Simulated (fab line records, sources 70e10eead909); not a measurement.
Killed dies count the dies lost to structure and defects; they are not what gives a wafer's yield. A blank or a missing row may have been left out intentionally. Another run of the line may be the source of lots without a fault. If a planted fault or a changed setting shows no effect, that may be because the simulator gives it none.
One fault through the eyes of 2 desks	flow nand_harc	what lay behind the numbers comes last; until then each desk has only its own

== THE DEFECT DESK ==
For each lot, the counts of the inspections along the route, averaged over the sampled wafers that have a number. If a lot's mean is further than 4 standard deviations from the usual mean, the lot is out of limits and carries the mark OUT (the distance appears in the brackets).
Columns: A = raw_defect_count at NHARC_P_CONTACT_INSPECT_14, usual 4.1
lot	first seen here	A
L371	day 6 02:40	2.0
L372	day 6 09:59	5.0
L374	day 7 08:13	6.3
L380	day 9 20:38	3.0
L381	day 10 01:55	3.7
L387	day 12 16:05	3.3
L388	day 12 22:41	2.7
L389	day 13 15:31	3.3
L390	day 13 21:01	3.3
L391	day 14 03:58	3.3
L392	day 14 19:23	4.7
L393	day 15 03:59	3.7
L394	day 15 14:58	5.3
This desk found nothing out of limits on any of the 13 lots.

== TOOL OWNER'S DESK, litho_track-04 ==
The tool's own readings at NHARC_P_CONTACT_DEVELOP_11 (develop time 35 s): means of the sampled wafers that have a number, for each lot that ran on this tool. If a lot's mean is further than 4 standard deviations from the usual mean, the lot is out of limits and carries the mark OUT (the distance appears in the brackets).
Columns: A = chill_plate_temp_C at NHARC_P_CONTACT_DEVELOP_11, usual 23.00 C; B = developer_temp_C at NHARC_P_CONTACT_DEVELOP_11, usual 22.98 C
lot	first seen here	A	B
L371	day 6 02:00	23.08	22.95
L380	day 9 20:00	22.87	24.07 (+8.4) OUT
L381	day 10 01:00	23.01	23.80 (+6.3) OUT
L392	day 14 19:00	23.08	22.93
L394	day 15 14:00	22.97	22.78
Finding of this desk: L380, L381 out of limits; the first was L380 at day 9 20:00, on developer_temp_C at NHARC_P_CONTACT_DEVELOP_11. Within limits: L371, L392, L394.

== TAKEN TOGETHER ==
An alarm could have come from the tool owner's desk at day 9 20:00, on L380, L381.
Nothing out of limits was seen by the defect desk.
The defect desk has L380, L381 on record, within its limits.
Every lot named ran NHARC_P_CONTACT_DEVELOP_11 on litho_track-04.

== WHAT WAS PUT IN BY THE SIMULATOR ==
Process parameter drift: litho_track-04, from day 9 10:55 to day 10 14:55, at NHARC_P_CONTACT_DEVELOP_11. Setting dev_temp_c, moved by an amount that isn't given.
Shown lots that were struck: L380, L381.
Each desk's first reading out of limits, in hours after the fault started: the tool owner's desk, 9.
